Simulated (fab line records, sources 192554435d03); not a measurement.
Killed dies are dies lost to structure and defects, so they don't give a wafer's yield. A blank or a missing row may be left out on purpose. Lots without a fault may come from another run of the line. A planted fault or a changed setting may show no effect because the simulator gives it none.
Split-lot experiment | flow n5_finfet | 7 lots, 21 wafers read, on a route of 1938 steps

THE SPLIT
At N5_MOL_CONTACT_COAG_COAT_34 (resist thk 40 nm), the setting spin_rpm was moved away from the recipe's 1500 rpm on 6 of the 21 wafers read, by -9.7% to +8.0%. The other wafers ran this setting at the recipe's value.

FROM THE SPLIT TO THE READING: what the file shows between them, 5 steps
- N5_MOL_CONTACT_COAG_EXPOSE_37: exposes mask VD, defocus 0 nm (also split here: dose_mj)
- N5_MOL_CONTACT_COAG_PEB_38: peb time 60 s
- N5_MOL_CONTACT_COAG_DEVELOP_39: develop time 30 s
- N5_MOL_CONTACT_COAG_CD_MEAS_40: target cd 25.1 nm
- N5_MOL_CONTACT_COAG_DESCUM_45: chemistry O2, time 7 s

THE READING
CAR-EUV_of_MOL_CONTACT_COAG_COAT_34.thk_nm (the simulator's own value, which no gauge read), in nm, at N5_MOL_CONTACT_COAG_ETCH_65 (etches underlayer in N2/H2, target depth 13 nm, time 10.4 s). The file gives no usual value for it. The 15 wafers here that ran the recipe average 24.6 nm, standard deviation 0.14 nm.

wafer  | tool, chamber at the split | spin_rpm as run, rpm | against the recipe | CAR-EUV_of_MOL_CONTACT_COAG_COAT_34.thk_nm, nm | against lot-mates on the recipe
L076.3 | litho_track-04, 0          | 1620                 | +8.0%              | 22.8                                           | -1.6
L076.6 | litho_track-04, 0          | 1620                 | +8.0%              | 22.8                                           | -1.6
L076.4 | litho_track-04, 0          | 1500                 | recipe             | 24.4                                           | -
L078.2 | litho_track-04, 0          | 1500                 | recipe             | 24.6                                           | -
L078.3 | litho_track-04, 0          | 1500                 | recipe             | 24.6                                           | -
L078.5 | litho_track-04, 0          | 1500                 | recipe             | 24.6                                           | -
L081.1 | litho_track-03, 0          | 1500                 | recipe             | 24.8                                           | -
L081.5 | litho_track-03, 0          | 1402                 | -6.5%              | 26.2                                           | +1.4
L081.6 | litho_track-03, 0          | 1402                 | -6.5%              | 26                                             | +1.2
L082.1 | litho_track-03, 0          | 1500                 | recipe             | 24.6                                           | -
L082.4 | litho_track-03, 0          | 1500                 | recipe             | 24.8                                           | -
L082.5 | litho_track-03, 0          | 1500                 | recipe             | 24.8                                           | -
L083.1 | litho_track-01, 0          | 1500                 | recipe             | 24.6                                           | -
L083.4 | litho_track-01, 0          | 1402                 | -6.5%              | 25.8                                           | +1.1
L083.6 | litho_track-01, 0          | 1500                 | recipe             | 24.8                                           | -
L088.1 | litho_track-04, 0          | 1500                 | recipe             | 24.4                                           | -
L088.2 | litho_track-04, 0          | 1500                 | recipe             | 24.6                                           | -
L088.6 | litho_track-04, 0          | 1500                 | recipe             | 24.6                                           | -
L093.1 | litho_track-04, 0          | 1500                 | recipe             | 24.4                                           | -
L093.4 | litho_track-04, 0          | 1500                 | recipe             | 24.6                                           | -
L093.5 | litho_track-04, 0          | 1354                 | -9.7%              | 26.8                                           | +2.3

THE FIT
A straight line over all 21 wafers: CAR-EUV_of_MOL_CONTACT_COAG_COAT_34.thk_nm changes by -0.221 nm for each +1% of spin_rpm; r = -0.99; the points scatter about the line by 0.14 nm.
The same after taking each lot's own level away (the mean of its wafers on the recipe; 21 wafers): -0.206 nm for each +1%; r = -0.99; scatter 0.12 nm.
On that fit, the largest move of spin_rpm shifts the reading by 2 nm.
The lots' own levels span 24.40 to 24.80 nm, that is 2.9 times the standard deviation above.
So the lot-to-lot level changes the slope little: the two slopes agree.
Check: with one of the wafers moved furthest among these (-9.7%) left out of the fit, the line predicts +1.88 nm for it against its lot-mates. It came out at +2.3 nm against them.

OTHER SPLITS ON THESE WAFERS
These wafers also went through other splits before the reading. Each is held against what the fit with the lots' levels taken away leaves over:
other split on the same wafers               | wafers away from the commonest value | r with CAR-EUV_of_MOL_CONTACT_COAG_COAT_34.thk_nm (lot level and that fit taken away)
N5_SD_EPI_P_EXPOSE_06 dose_mj                | 8                                    | -0.25
N5_HKMG_FIN_ETCH_35 time_s                   | 7                                    | -0.25
N5_MOL_CONTACT_COAG_CONTACT_ETCH_14 source_w | 8                                    | +0.19
N5_MOL_CONTACT_COAG_EXPOSE_37 dose_mj        | 7                                    | +0.37

THE WHOLE CHAIN: every reading that the file lists as answering this split, in the file's order
step                        | what it does                                                | reading                                                                                     | change (the file's fit)               | r (the file's)
N5_MOL_CONTACT_COAG_COAT_34 | resist thk 40 nm                                            | CAR-EUV_of_MOL_CONTACT_COAG_COAT_34.thk_nm (the simulator's own value, which no gauge read) | -0.202 nm for each +1% of the setting | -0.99
N5_MOL_CONTACT_COAG_ETCH_65 | etches underlayer in N2/H2, target depth 13 nm, time 10.4 s | CAR-EUV_of_MOL_CONTACT_COAG_COAT_34.thk_nm (the simulator's own value, which no gauge read) | -0.208 nm for each +1% of the setting | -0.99

THE FILE'S OWN FIT
CAR-EUV_of_MOL_CONTACT_COAG_COAT_34.thk_nm changes by -0.208 nm for each +1% of spin_rpm, r = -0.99.
